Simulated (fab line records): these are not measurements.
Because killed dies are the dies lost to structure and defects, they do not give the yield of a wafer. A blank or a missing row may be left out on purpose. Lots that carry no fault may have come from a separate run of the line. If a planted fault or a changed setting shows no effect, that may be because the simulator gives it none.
A struck lot beside a sound one ; flow nand_harc ; 44 steps out of a route of 1302
Sound: these wafers, L109.3, L109.5, L109.6. Wafers L108.1, L108.3, L108.4 were the ones struck. Last of all comes the cause.
Each step with rows lists, per side, the tool, then ch with its chambers, then its first start. Under that, the readings that differ: sound wafers ; struck wafers ; difference of the means ; sigmas: that difference in standard deviations of wafers without a fault.
alike: readings with means less than 2 such deviations apart, plus words and numbers identical on both sides. not compared: withheld readings, readings lacking a value on some wafer, bounds such as >300 that could conceal the same value, and numbers that have no deviation in the record and whose values overlap.
Wherever a step has rows on one side only, a row that says differs or no value, or a row with sigmas, the two part there. Non-overlapping numbers with no deviation appear without sigmas and do not part them. Lack of a reading on every wafer of one side parts them only where that side has two or more wafers.

first, 1 step without rows for these wafers: NHARC_P_STI_ANNEAL_34 (time 1800 s).
NHARC_P_STI_CMP_21: polishes, t overpolish 20 s, target thk 380.67 nm.
  sound on cmp-02 ch 0,1, day 8 15:50; struck on cmp-01 ch 0,1,3, day 8 02:09
  alike: motor_current_A, overpolish_run_s
  not compared: pad_life_wafers
then, 7 steps without rows for these wafers: NHARC_P_STI_SRD_35; NHARC_P_STI_ETCH_36 (etches SiO2 in dHF, target depth 38.8 nm); NHARC_P_STI_STRIP_24 (strips Si3N4 in H3PO4); NHARC_P_STI_ETCH_37 (etches SiO2 in dHF, target depth 11 nm); NHARC_P_STI_PRECLEAN_38 (cleans in SC1); NHARC_P_STI_SRD_39; NHARC_P_STI_OXIDE_40 (material SiO2, target thk 10 nm, ox time 1362 s).
NHARC_P_STI_INSPECT_25:
  struck on defect_inspect-01, day 8 10:38; sound on defect_inspect-02, day 9 00:15
  alike: raw_defect_count
then, 1 step without rows for these wafers: NHARC_P_GATE_ETCH_69 (etches SiO2 in dHF, target depth 14 nm).
NHARC_P_GATE_PRECLEAN_70: cleans in SC1.
  sound on wet_bench-02 ch 1,2,3, day 9 00:24; struck on wet_bench-03 ch 1,3,5, day 8 10:47
  alike: diw_flow_mL_min
  not compared: run_length_s
then, 10 steps without rows for these wafers: NHARC_P_GATE_SRD_01; NHARC_P_GATE_OXIDE_02 (material SiO2, target thk 37.5 nm, ox time 365 s); NHARC_P_GATE_DEHYDRATE_03 (time 120 s); NHARC_P_GATE_HMDS_04 (time 30 s); NHARC_P_GATE_COAT_05; NHARC_P_GATE_SOFTBAKE_06 (time 95 s); NHARC_P_GATE_EBR_07; NHARC_P_GATE_EXPOSE_08 (exposes mask P HV); NHARC_P_GATE_PEB_09 (peb time 85 s); NHARC_P_GATE_DEVELOP_10 (time 70 s).
NHARC_P_GATE_CD_MEAS_11: target cd 1640 nm.
  sound on cd_sem-03 ch 0, day 9 08:46; struck on cd_sem-02 ch 0, day 8 18:59
  alike: cd_nm
then, 1 step without rows for these wafers: NHARC_P_GATE_HARDBAKE_12 (time 80 s).
NHARC_P_GATE_DESCUM_13: chemistry O2, time 3 s.
  sound on rie_diel-02 ch 0,2,3, day 9 08:57; struck on rie_diel-04 ch 0,1,2, day 8 19:09
  alike: drypump_motor_current_A, oes_product_au, rf_vpp_V, showerhead_plenum_p_Torr, throttle_valve_pct
  not compared: rf_hours_counter_h
then, 6 steps without rows for these wafers: NHARC_P_GATE_ETCH_14 (etches SiO2 in dHF, target depth 48.8 nm); NHARC_P_GATE_STRIP_15 (strips in SPM, time 780 s); NHARC_P_GATE_PRECLEAN_71 (cleans in SC1); NHARC_P_GATE_SRD_72; NHARC_P_GATE_OXIDE_16 (material SiO2, target thk 3 nm, ox time 392 s); NHARC_P_GATE_CVD_17 (deposits poly-Si, target thk 150 nm, time 900 s).
NHARC_P_GATE_HM_DEP_102: deposits aC, target thk 120 nm.
  sound on acl_dep-01 ch 0, day 9 21:25; struck on acl_dep-01 ch 0, day 9 09:26
  alike: throttle_valve_pct
NHARC_P_GATE_DEP_103: deposits SiON, target thk 30 nm.
  sound on pecvd-02 ch 1,2, day 9 21:52; struck on pecvd-03 ch 0,2, day 9 10:07
  alike: heater_power_w
  not compared: since_wet_clean_h
then, 8 steps without rows for these wafers: NHARC_P_GATE_DEHYDRATE_18 (time 120 s); NHARC_P_GATE_HMDS_19 (time 30 s); NHARC_P_GATE_COAT_20 (resist thk 90 nm); NHARC_P_GATE_SOFTBAKE_21 (time 55 s); NHARC_P_GATE_EBR_22; NHARC_P_GATE_EXPOSE_23 (exposes mask P GATE, target cd 120 nm); NHARC_P_GATE_PEB_24 (peb time 65 s); NHARC_P_GATE_DEVELOP_25 (develop time 35 s).
NHARC_P_CONTACT_DESCUM_17: chemistry O2, time 3 s.
  sound on rie_diel-11 ch 1,2,3, day 10 19:04; struck on rie_diel-05 ch 0,1,3, day 10 07:41
reading;sound;struck;difference;sigmas
model.P_CONTACT.cd_nm (nm);90.83 89.28 90.09;88.87 87.46 87.85;-2.01;
  alike: drypump_motor_current_A, oes_product_au, rf_vpp_V, showerhead_plenum_p_Torr, throttle_valve_pct
  not compared: rf_hours_counter_h
NHARC_P_CONTACT_ETCH_35: etches the open film in CF4, target depth 39 nm, time 65 s.
  sound on rie_diel-11 ch 2,3, day 10 19:07; struck on rie_diel-05 ch 0,2,3, day 10 07:47
reading;sound;struck;difference;sigmas
model.P_CONTACT.cd_nm (nm);91.09 89.9 90.48;89.07 87.12 87.93;-2.45;
  alike: drypump_motor_current_A, oes_product_au, rf_vpp_V, showerhead_plenum_p_Torr, throttle_valve_pct
  not compared: rf_hours_counter_h
NHARC_END_SORT_01:
  the record has rows for the sound wafers here (prober-02 ch 0, day 29 19:28) and none for the struck ones

## WHERE THEY PART
NHARC_END_SORT_01 only, going by this record.

WHY: what had been put in by the simulator
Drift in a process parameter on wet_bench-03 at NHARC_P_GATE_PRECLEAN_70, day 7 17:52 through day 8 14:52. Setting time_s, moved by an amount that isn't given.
